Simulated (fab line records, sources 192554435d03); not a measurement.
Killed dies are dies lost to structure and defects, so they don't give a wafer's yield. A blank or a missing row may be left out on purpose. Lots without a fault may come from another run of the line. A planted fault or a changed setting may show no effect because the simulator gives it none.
Split-lot experiment | flow n5_finfet | 7 lots, 39 wafers read, on a route of 1938 steps

THE SPLIT
At N5_BEOL_M15_TRENCH_ETCH_34 (etches SiO2 in C4F8/O2/Ar, target depth 872.93 nm, time 199 s), the setting target_depth_a was moved away from the recipe's 8729.3 angstrom on 9 of the 39 wafers read, by -29.1% to +59.0%. The other wafers ran this setting at the recipe's value.

FROM THE SPLIT TO THE READING: what the file shows between them, 7 steps
- N5_BEOL_M15_STRIP_36: strips in O2
- N5_BEOL_M15_ECD_47: material Cu, target thk 1860 nm
- N5_BEOL_M15_ANNEAL_48: time 90 s
- N5_BEOL_M15_CMP_49: polishes, stops on SiO2, t overpolish 4.9 s, target thk 850 nm
- N5_BEOL_M15_THK_MEAS_50: measures by xrf
- N5_BEOL_M15_PRE_CLEAN_52: time 15 s
- N5_BEOL_M15_DEP_53: deposits SiCN from 3MS/NH3, target thk 50 nm, time 17.8 s

THE READING
M15_RS, in ohm/sq, at N5_BEOL_M15_RS_MEAS_54 (measures by four-point-probe). Fault-free wafers of this fab line usually give 0.0215 ohm/sq, standard deviation 0.00048 ohm/sq.

wafer  | tool, chamber at the split | target_depth_a as run, angstrom | against the recipe | M15_RS, ohm/sq | against lot-mates on the recipe
L074.3 | rie_diel-03, 3             | 8729.3                          | recipe             | 0.0215         | -
L074.4 | rie_diel-03, 2             | 8729.3                          | recipe             | 0.0209         | -
L074.6 | rie_diel-03, 0             | 8729.3                          | recipe             | 0.0211         | -
L077.1 | rie_diel-03, 0             | 8729.3                          | recipe             | 0.0210         | -
L077.2 | rie_diel-03, 2             | 13880                           | +59.0%             | 0.0128         | -0.0086
L077.3 | rie_diel-03, 1             | 8729.3                          | recipe             | 0.0218         | -
L077.4 | rie_diel-03, 3             | 8729.3                          | recipe             | 0.0215         | -
L077.5 | rie_diel-03, 2             | 13880                           | +59.0%             | 0.0128         | -0.0086
L077.6 | rie_diel-03, 1             | 13880                           | +59.0%             | 0.0135         | -0.0079
L079.1 | rie_diel-03, 1             | 8729.3                          | recipe             | 0.0221         | -
L079.2 | rie_diel-03, 3             | 8729.3                          | recipe             | 0.0217         | -
L079.3 | rie_diel-03, 2             | 8729.3                          | recipe             | 0.0209         | -
L079.4 | rie_diel-03, 0             | 6187                            | -29.1%             | 0.0305         | +0.0089
L079.5 | rie_diel-03, 3             | 6187                            | -29.1%             | 0.0309         | +0.0093
L079.6 | rie_diel-03, 0             | 6187                            | -29.1%             | 0.0308         | +0.0092
L080.1 | rie_diel-03, 2             | 8729.3                          | recipe             | 0.0207         | -
L080.2 | rie_diel-03, 1             | 8729.3                          | recipe             | 0.0217         | -
L080.3 | rie_diel-03, 3             | 8729.3                          | recipe             | 0.0213         | -
L080.4 | rie_diel-03, 0             | 8729.3                          | recipe             | 0.0212         | -
L080.5 | rie_diel-03, 2             | 8729.3                          | recipe             | 0.0207         | -
L080.6 | rie_diel-03, 1             | 8729.3                          | recipe             | 0.0218         | -
L081.1 | rie_diel-06, 2             | 10650                           | +22.0%             | 0.0174         | -0.0046
L081.2 | rie_diel-06, 0             | 8729.3                          | recipe             | 0.0223         | -
L081.3 | rie_diel-06, 3             | 10650                           | +22.0%             | 0.0175         | -0.0045
L081.4 | rie_diel-06, 0             | 8729.3                          | recipe             | 0.0222         | -
L081.5 | rie_diel-06, 3             | 8729.3                          | recipe             | 0.0215         | -
L081.6 | rie_diel-06, 2             | 10650                           | +22.0%             | 0.0174         | -0.0046
L083.1 | rie_diel-03, 2             | 8729.3                          | recipe             | 0.0211         | -
L083.2 | rie_diel-03, 1             | 8729.3                          | recipe             | 0.0223         | -
L083.3 | rie_diel-03, 0             | 8729.3                          | recipe             | 0.0214         | -
L083.4 | rie_diel-03, 1             | 8729.3                          | recipe             | 0.0221         | -
L083.5 | rie_diel-03, 0             | 8729.3                          | recipe             | 0.0213         | -
L083.6 | rie_diel-03, 2             | 8729.3                          | recipe             | 0.0211         | -
L089.1 | rie_diel-01, 3             | 8729.3                          | recipe             | 0.0227         | -
L089.2 | rie_diel-01, 1             | 8729.3                          | recipe             | 0.0218         | -
L089.3 | rie_diel-01, 0             | 8729.3                          | recipe             | 0.0211         | -
L089.4 | rie_diel-01, 2             | 8729.3                          | recipe             | 0.0213         | -
L089.5 | rie_diel-01, 2             | 8729.3                          | recipe             | 0.0213         | -
L089.6 | rie_diel-01, 3             | 8729.3                          | recipe             | 0.0225         | -

THE FIT
A straight line over all 39 wafers: M15_RS changes by -0.000184 ohm/sq for each +1% of target_depth_a; r = -0.94; the points scatter about the line by 0.0013 ohm/sq.
The same after taking each lot's own level away (the mean of its wafers on the recipe; 39 wafers): -0.000184 ohm/sq for each +1%; r = -0.94; scatter 0.0013 ohm/sq.
On that fit, the largest move of target_depth_a shifts the reading by 0.011 ohm/sq.
The lots' own levels span 0.02117 to 0.02200 ohm/sq, that is 1.7 times the standard deviation above.
So the lot-to-lot level changes the slope little: the two slopes agree.
Check: with one of the wafers moved furthest among these (+59.0%) left out of the fit, the line predicts -0.011 ohm/sq for it against its lot-mates. It came out at -0.00863 ohm/sq against them.

OTHER SPLITS ON THESE WAFERS
These wafers also went through other splits before the reading. Each is held against what the fit with the lots' levels taken away leaves over:
other split on the same wafers | wafers away from the commonest value | r with M15_RS (lot level and that fit taken away)
N5_BEOL_M12_ILD_DEP_00 time_s  | 15                                   | -0.33

THE WHOLE CHAIN: every reading that the file lists as answering this split, in the file's order
step                       | what it does                                                   | reading                                                                          | change (the file's fit)               | r (the file's)
N5_BEOL_M15_TRENCH_ETCH_34 | etches SiO2 in C4F8/O2/Ar, target depth 872.93 nm, time 199 s  | etch.depth_nm (the simulator's own value, which no gauge read)                   | +9.11 nm for each +1% of the setting  | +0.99
N5_BEOL_M15_TRENCH_ETCH_34 | etches SiO2 in C4F8/O2/Ar, target depth 872.93 nm, time 199 s  | coat_of_BEOL_M15_COAT_22.thk_nm (the simulator's own value, which no gauge read) | -1.86 nm for each +1% of the setting  | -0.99
N5_BEOL_M15_CMP_49         | polishes, stops on SiO2, t overpolish 4.9 s, target thk 850 nm | Cu_of_BEOL_M15_ECD_47.thk_nm (the simulator's own value, which no gauge read)    | +9.13 nm for each +1% of the setting  | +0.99
N5_BEOL_M15_THK_MEAS_50    | measures by xrf                                                | M15_THK                                                                          | +9.38 for each +1% of the setting     | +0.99
N5_BEOL_M15_RS_MEAS_54     | measures by four-point-probe                                   | M15_RS                                                                           | -0.000179 for each +1% of the setting | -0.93

THE FILE'S OWN FIT
M15_RS changes by -0.000179 ohm/sq for each +1% of target_depth_a, r = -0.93.
